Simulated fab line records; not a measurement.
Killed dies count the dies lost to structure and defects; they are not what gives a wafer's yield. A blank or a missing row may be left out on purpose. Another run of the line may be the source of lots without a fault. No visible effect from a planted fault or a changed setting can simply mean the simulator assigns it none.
Which tool was responsible? | flow n5_finfet | Sampling: 12 lots, 36 wafers, 4 of 1938 route steps

WHAT THE GAUGES READ, wafer by wafer
The record lacks any reading of a measuring or inspecting step that a usual standard deviation could be used to judge.

WHICH TOOL RAN EACH LOT (tool, then ch and the chambers of the sampled wafers, then the start)
lot  | N5_BEOL_M2_HM_STRIP_39              | N5_PASSIVATION_DEGAS_18      | N5_PASSIVATION_DESCUM_32           | N5_PASSIVATION_PROBE_49
L508 | wet_bench-01 ch 1,2,6, day 6 20:33  | pvd_sputter-03, day 12 05:30 | rie_diel-02 ch 0,3, day 12 06:14   | -
L510 | wet_bench-06 ch 0,1,2, day 7 10:44  | pvd_sputter-01, day 13 00:34 | rie_diel-02 ch 0,2,3, day 13 01:18 | -
L511 | wet_bench-06 ch 3,4,6, day 7 13:52  | pvd_sputter-03, day 13 08:29 | rie_diel-02 ch 1,2, day 13 09:14   | -
L514 | wet_bench-03 ch 1,2,6, day 8 06:06  | pvd_sputter-03, day 13 15:41 | rie_diel-02 ch 0,2,3, day 13 16:34 | -
L515 | wet_bench-01 ch 1,2,7, day 8 16:11  | pvd_sputter-02, day 14 00:09 | rie_diel-06 ch 0,1,2, day 14 00:56 | -
L516 | wet_bench-03 ch 1,6,7, day 9 02:41  | pvd_sputter-03, day 14 07:42 | rie_diel-05 ch 1,2,3, day 14 08:34 | -
L517 | wet_bench-06 ch 0,1,4, day 9 09:53  | pvd_sputter-02, day 14 17:49 | rie_diel-02 ch 0,2,3, day 14 18:44 | -
L518 | wet_bench-03 ch 1,5,7, day 9 17:56  | pvd_sputter-02, day 15 01:17 | rie_diel-02 ch 0,1,2, day 15 02:13 | -
L519 | wet_bench-01 ch 1,6,7, day 9 20:59  | pvd_sputter-03, day 15 15:04 | rie_diel-06 ch 0,3, day 15 16:05   | -
L521 | wet_bench-06 ch 2,6,7, day 10 04:14 | pvd_sputter-01, day 15 21:55 | rie_diel-06 ch 1,3, day 15 22:39   | -
L527 | wet_bench-06 ch 2,4,5, day 12 00:36 | pvd_sputter-01, day 17 01:17 | rie_diel-02 ch 1,2, day 17 02:01   | prober-02, day 17 07:01
L531 | wet_bench-06 ch 1,2,7, day 12 16:23 | pvd_sputter-03, day 18 08:08 | rie_diel-06 ch 0,1,2, day 18 08:52 | prober-02, day 18 13:52
- N5_BEOL_M2_HM_STRIP_39: strips TiN in peroxide tin strip, target depth 25 nm, time 158 s.
- N5_PASSIVATION_DEGAS_18: time 60 s.
- N5_PASSIVATION_DESCUM_32: chemistry O2, time 7.9 s.
- N5_PASSIVATION_PROBE_49

WHAT THE TOOLS THEMSELVES READ (means of the sampled wafers that have a number; where no wafer has one, the mark that the record gives instead)
N5_PASSIVATION_DEGAS_18. Usual: heater_power_w 439 W, standard deviation 40.
lot  | tool           | heater_power_w (W) | flag
L508 | pvd_sputter-03 | 422                |
L510 | pvd_sputter-01 | 424                |
L511 | pvd_sputter-03 | 416                |
L514 | pvd_sputter-03 | 431                |
L515 | pvd_sputter-02 | 455                |
L516 | pvd_sputter-03 | 436                |
L517 | pvd_sputter-02 | 462                |
L518 | pvd_sputter-02 | 449                |
L519 | pvd_sputter-03 | 419                |
L521 | pvd_sputter-01 | 408                |
L527 | pvd_sputter-01 | 467                |
L531 | pvd_sputter-03 | 439                |

N5_PASSIVATION_DESCUM_32. Usual: drypump_motor_current_A 5.8 A, standard deviation 0.46; oes_product_au 0.81 a.u., standard deviation 0.087; rf_vpp_V 243.6 V, standard deviation 1.5; showerhead_plenum_p_Torr 2.12 Torr, standard deviation 0.071; throttle_valve_pct 20.40 %, standard deviation 0.22.
lot  | tool        | drypump_motor_current_A (A) | oes_product_au (a.u.) | rf_vpp_V (V) | showerhead_plenum_p_Torr (Torr) | throttle_valve_pct (%) | flag
L508 | rie_diel-02 | 6.1                         | 0.79                  | 242.6        | 2.07                            | 20.22                  |
L510 | rie_diel-02 | 6.0                         | 0.77                  | 243.5        | 2.09                            | 20.29                  |
L511 | rie_diel-02 | 6.1                         | 0.72                  | 244.3        | 2.17                            | 20.40                  |
L514 | rie_diel-02 | 6.0                         | 0.77                  | 242.9        | 2.09                            | 20.30                  |
L515 | rie_diel-06 | 5.6                         | 0.82                  | 243.1        | 2.08                            | 20.70                  |
L516 | rie_diel-05 | 5.2                         | 0.75                  | 243.8        | 2.15                            | 20.52                  |
L517 | rie_diel-02 | 6.0                         | 0.75                  | 242.4        | 2.09                            | 20.31                  |
L518 | rie_diel-02 | 6.3                         | 0.71                  | 242.5        | 2.14                            | 20.36                  |
L519 | rie_diel-06 | 5.8                         | 0.85                  | 243.2        | 2.10                            | 20.48                  |
L521 | rie_diel-06 | 5.8                         | 0.83                  | 244.5        | 2.20                            | 20.53                  |
L527 | rie_diel-02 | 6.4                         | 0.82                  | 244.3        | 2.18                            | 20.24                  |
L531 | rie_diel-06 | 5.6                         | 0.86                  | 244.2        | 2.16                            | 20.61                  |

N5_PASSIVATION_PROBE_49. Usual: defect_limited_yield 91.7 %, standard deviation 1.5; killed_at_M0_to_M3 30, standard deviation 8.6; killed_at_M4_up 12, standard deviation 4.5; killed_at_contacts 13, standard deviation 5.8; killed_at_front_end 38, standard deviation 11; killed_at_other 4, standard deviation 3; killed_dies 97, standard deviation 17; killed_on_rim 13, standard deviation 3.6; killed_open 63, standard deviation 12; killed_short 32, standard deviation 8.8; sort_bin_5_function 4.8 %, standard deviation 0.91; sort_bin_6_memory 3.1 %, standard deviation 0.68; sort_n_pass 1083, standard deviation 17; sort_yield_pct 91.7 %, standard deviation 1.5.
lot  | tool      | defect_limited_yield (%) | killed_at_M0_to_M3 | killed_at_M4_up | killed_at_contacts | killed_at_front_end | killed_at_other | killed_dies | killed_on_rim | killed_open | killed_short | sort_bin_5_function (%) | sort_bin_6_memory (%) | sort_n_pass | sort_yield_pct (%) | flag
L527 | prober-02 | 84.3                     | 127                | 7               | 7                  | 42                  | 3               | 186         | 26            | 58          | 37           | 9.7                     | 4.0                   | 994         | 84.3               | OFF
L531 | prober-02 | 85.9                     | 106                | 11              | 15                 | 33                  | 0               | 166         | 26            | 59          | 25           | 9.1                     | 3.7                   | 1014        | 85.9               | OFF

THE ANSWER, worked out from the rows above alone
Rule: take the mean of a lot's wafers that have a number; if it is more than 3 standard deviations from the usual mean, the lot is off. A lot without any number at a reading at which 4 lots or more have one is off too. All remaining lots with rows at the step are treated as sound. After the gauges, taken in route order, come the tools' own readings; for these a lot's mean is taken, as printed above. The first step at which some lot is off is used, and at that step the reading that is off furthest; a lot without a number counts as furthest.
Off: L527, L531, at N5_PASSIVATION_PROBE_49 (killed_at_M0_to_M3). Neither off nor sound, because the step has no rows for them: L508, L510, L511, L514, L515, L516, L517, L518, L519, L521.
A tool fits if, at that step or a process step before it, it ran every lot that is off, and no sound lot after the first of them. This does not decide it: 2 tools fit, namely wet_bench-06 at N5_BEOL_M2_HM_STRIP_39 and prober-02 at N5_PASSIVATION_PROBE_49.

WHAT THE SIMULATOR HAD INSERTED
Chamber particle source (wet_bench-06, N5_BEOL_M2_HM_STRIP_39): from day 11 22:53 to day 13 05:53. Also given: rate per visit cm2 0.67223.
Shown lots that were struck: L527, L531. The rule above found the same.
